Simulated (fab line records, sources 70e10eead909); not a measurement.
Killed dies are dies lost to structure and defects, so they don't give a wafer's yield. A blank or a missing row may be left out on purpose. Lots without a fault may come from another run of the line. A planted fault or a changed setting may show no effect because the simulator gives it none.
Problem report in the 8D (eight disciplines) form, filled by code | flow nand_harc | the parts of the form that need people (team, actions taken, sign-off) are left out

1. THE PROBLEM
rf_fwd_power_W at NHARC_A_STAIRCASE_DEP_280 reads a mean of 208.0 W on 3 wafers of 3 lots; wafers without a fault read 348.5 W with a standard deviation of 1.2. That is -99 or more standard deviations from the usual mean.
The step: deposits SiON, target thk 30 nm.
First seen on wafer L379.3, day 23 21:53, on pecvd-04. The record holds 34 wafers of 12 lots with a number at this step. Rule for "out", or "out of limits": more than 4 standard deviations from the usual mean. The other wafers with a number count as sound.

2. WHAT IT IS AND WHAT IT IS NOT
question                    | is                               | is not
which readings at this step | rf_fwd_power_W, showerhead_vpp_V | -
which lots                  | L378, L379, L380                 | L361, L362, L363, L366, L372, L374, L377, L383, L384
which wafers of those lots  | L378.4, L379.3, L380.3           | L378.5, L378.6, L379.2, L379.5
read on which tools         | pecvd-04                         | pecvd-01, pecvd-02
when                        | from day 23 21:53                | up to then (23 sound wafers); but 8 sound wafers of L378, L383, L384 came after

3. SUSPECTS, AND WHAT RULES EACH OUT
Counting: a tool at a process step up to the reading stays a suspect if it ran every lot that is out. Sound lots after the first of them don't rule it out here, since some wafers of a struck lot are sound.
- rie_diel-01 at NHARC_A_STAIRCASE_ETCH_271 (etches the open film in CF4/CHF3): kept. It ran every lot that is out, first L379 (day 23 13:59); its last sound lot up to then is L374 (day 22 02:21).
- pecvd-04 at NHARC_A_STAIRCASE_DEP_280 (deposits SiON, target thk 30 nm): kept. It ran every lot that is out, first L379 (day 23 21:53); its last sound lot up to then is L374 (day 22 09:35). Its own readings are out on those wafers: rf_fwd_power_W, showerhead_vpp_V.
- Within pecvd-04 at NHARC_A_STAIRCASE_DEP_280: the wafers that are out ran in chamber 0; their sound lot-mates ran in chambers 1, 2.
Left after counting: rie_diel-01 at NHARC_A_STAIRCASE_ETCH_271, pecvd-04 at NHARC_A_STAIRCASE_DEP_280.

4. THE CAUSE (what the simulator had put in)
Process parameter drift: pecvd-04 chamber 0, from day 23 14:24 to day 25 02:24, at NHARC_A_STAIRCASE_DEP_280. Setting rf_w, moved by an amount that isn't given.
Counting left 2 suspects, and this tool is among them.

5. THE CHAIN OF EFFECTS, in route order
Each row: a reading whose mean over the struck wafers that have a number lies more than 3 standard deviations from the usual. Only readings for which the record gives a usual standard deviation are gone through. hours: the time from each lot's start at the first step in this table that gives one to its start at this step, as a median over the lots. sigmas: the change in usual standard deviations.
hours | step                      | reading          | usual   | on struck wafers | change | sigmas
0     | NHARC_A_STAIRCASE_DEP_280 | rf_fwd_power_W   | 348.5 W | 208.0            | -140.5 | -99 or more
0     | NHARC_A_STAIRCASE_DEP_280 | showerhead_vpp_V | 1149 V  | 888              | -261   | -4.9
The process steps in it:
- NHARC_A_STAIRCASE_DEP_280: deposits SiON, target thk 30 nm.
Later measuring or inspecting steps at which every struck wafer that the step has a row for has a number for every such reading, and none has moved that far: NHARC_END_SORT_01.

6. WHAT WOULD HAVE CAUGHT IT SOONER
In this record the first reading out of limits was taken at day 23 21:53, 7 hours after the fault began at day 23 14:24.
